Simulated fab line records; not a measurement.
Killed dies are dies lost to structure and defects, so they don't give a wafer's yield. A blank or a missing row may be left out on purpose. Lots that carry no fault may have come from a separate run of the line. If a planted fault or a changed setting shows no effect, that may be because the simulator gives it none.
Split-lot study    flow n5Finfet    on a route of 1938 steps: 7 lots, 21 wafers read

== ON THE SPLIT ==
At N5_PMOS_HMC_CHANNEL_EPI_PEB_07 (peb time 60 s), the setting pebTimeS was moved away from the recipe's 60 s on 6 of the 21 wafers read, by +6.8% to +19.6%. All remaining wafers had this setting at the recipe value.

== FROM THE SPLIT TO THE READING: what the file shows between them, 1 step ==
- N5_PMOS_HMC_CHANNEL_EPI_DEVELOP_08: develop time 30 s (also split here: developTimeS)

== THE READING ==
cdNm at N5_PMOS_HMC_CHANNEL_EPI_CD_MEAS_09, given in nm (cd target 237.4 nm). On this fab line, fault-free wafers typically give 237.5 nm with a standard deviation of 1.1 nm.

wafer   tool, chamber at the split  pebTimeS as run, s  against the recipe  cdNm, nm  against lot-mates on the recipe
L075.1  lithoTrack-03, 0            64.1                +6.8%               242.7     +4.3
L075.2  lithoTrack-03, 0            60                  recipe              238.5     -
L075.6  lithoTrack-03, 0            60                  recipe              238.2     -
L083.1  lithoTrack-02, 0            66.92               +11.5%              241.2     +5.6
L083.3  lithoTrack-02, 0            60                  recipe              235.6     -
L083.5  lithoTrack-02, 0            66.92               +11.5%              239.8     +4.2
L091.1  lithoTrack-04, 0            60                  recipe              237.2     -
L091.2  lithoTrack-04, 0            60                  recipe              237.7     -
L091.3  lithoTrack-04, 0            60                  recipe              238.7     -
L092.1  lithoTrack-03, 0            60                  recipe              237.0     -
L092.3  lithoTrack-03, 0            60                  recipe              237.7     -
L092.4  lithoTrack-03, 0            60                  recipe              235.4     -
L095.3  lithoTrack-03, 0            60                  recipe              238.5     -
L095.4  lithoTrack-03, 0            71.74               +19.6%              243.8     +5.9
L095.5  lithoTrack-03, 0            60                  recipe              237.3     -
L096.1  lithoTrack-02, 0            60                  recipe              238.8     -
L096.4  lithoTrack-02, 0            60                  recipe              239.3     -
L096.5  lithoTrack-02, 0            60                  recipe              239.9     -
L097.1  lithoTrack-04, 0            67.8                +13.0%              240.8     +6.1
L097.4  lithoTrack-04, 0            60                  recipe              234.7     -
L097.6  lithoTrack-04, 0            67.8                +13.0%              239.4     +4.7

THE FIT
A straight line over all 21 wafers: cdNm changes by +0.271 nm for each +1% of pebTimeS; r = +0.74; the points scatter about the line by 1.6 nm.
The same after taking each lot's own level away (the mean of its wafers on the recipe; 21 wafers): +0.377 nm for each +1%; r = +0.94; scatter 0.84 nm.
That fit puts the effect of the largest move of pebTimeS on the reading at 7.4 nm.
The span of the lots' own levels, 234.70 to 239.33 nm, comes to 4.2 times the standard deviation stated above.
So the lot-to-lot level blurs the effect unless lot-mates are compared.
Check: +8.49 nm against its lot-mates is what the line predicts for one of the wafers moved furthest among these (+19.6%) when that wafer is left out of the fit. It came out at +5.9 nm against them.

== THESE WAFERS: OTHER SPLITS ==
Before the reading, these wafers also passed through other splits. Each is held against what the fit with the lots' levels taken away leaves over:
other split on the same wafers                   wafers away from the commonest value  r with cdNm (lot level and that fit taken away)
N5_ZERO_LAYER_EXPOSE_08 doseMj                   8                                     -0.42
N5_PMOS_HMC_CHANNEL_EPI_DEVELOP_08 developTimeS  6                                     +0.41

== THE WHOLE CHAIN: every reading that the file lists as answering this split, in the file's order ==
step                                what it does                                                       reading                                                                     change (the file's fit)                r (the file's)
N5_PMOS_HMC_CHANNEL_EPI_CD_MEAS_09  target cd 237.4 nm                                                 cdNm                                                                        +0.368 nm for each +1% of the setting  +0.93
N5_PMOS_HMC_CHANNEL_EPI_DESCUM_14   chemistry O2, time 7.9 s                                           PMOS_HMC_CHANNEL_EPI.cdNm (the simulator's own value, which no gauge read)  +0.362 nm for each +1% of the setting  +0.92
N5_PMOS_HMC_CHANNEL_EPI_HM_OPEN_15  chemistry CHF3/O2, target SiO2, target depth 40.6 nm, time 20.3 s  PMOS_HMC_CHANNEL_EPI.cdNm (the simulator's own value, which no gauge read)  +0.368 nm for each +1% of the setting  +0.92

== THE FILE'S OWN FIT ==
cdNm changes by +0.368 nm for each +1% of pebTimeS, r = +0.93.
